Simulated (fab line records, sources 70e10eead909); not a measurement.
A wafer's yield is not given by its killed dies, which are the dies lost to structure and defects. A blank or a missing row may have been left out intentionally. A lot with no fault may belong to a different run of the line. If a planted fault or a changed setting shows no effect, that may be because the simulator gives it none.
The tool behind it: which one? ; flow nand_harc ; 12 lots, 36 wafers sampled, at 1 step of a route of 1302

## WHAT EACH GAUGE READ, for each wafer
NHARC_A_DECK1_JOINT_INSPECT_05.
lot;measured;on;raw_defect_count
L075;day 12 14:08;defect_inspect-02;277 369 345
L078;day 13 11:04;defect_inspect-01;302 395 309
L079;day 14 16:20;defect_inspect-01;183 246 297
L081;day 15 02:23;defect_inspect-02;282 331 506
L083;day 16 13:19;defect_inspect-02;223 251 397
L085;day 16 19:06;defect_inspect-02;330 118 160
L087;day 17 06:08;defect_inspect-02;413 346 214
L089;day 18 08:09;defect_inspect-02;220 198 212
L091;day 19 08:56;defect_inspect-01;403 205 291
L093;day 20 00:45;defect_inspect-01;175 177 259
L096;day 21 07:23;defect_inspect-02;307 181 271
L097;day 21 19:03;defect_inspect-01;279 219 266

## WHAT TOOL EACH LOT RAN ON (gives the tool, then ch and the chambers of the sampled wafers, and finally the start)
No process step before these readings appears in the record.

## THE ANSWER, worked out from the rows above alone
Rule: the usual values come from the lots themselves. Put in order of their means at a reading, lots are off if they are a third of the lots or fewer, leave a main group of 4 or more, and stand apart from it by a gap of 3 or more times the standard deviation of the main group's means; of several such gaps the widest counts. Not used: any main group whose means are identical at the precision the tables above print for the reading. Also off: a lot with no number at a reading for which 4 or more lots have one. Any other lot the step has rows for is counted as sound.
Nothing can be told from this: no lot is off at any reading shown.

## WHAT THE SIMULATOR HAD INSERTED
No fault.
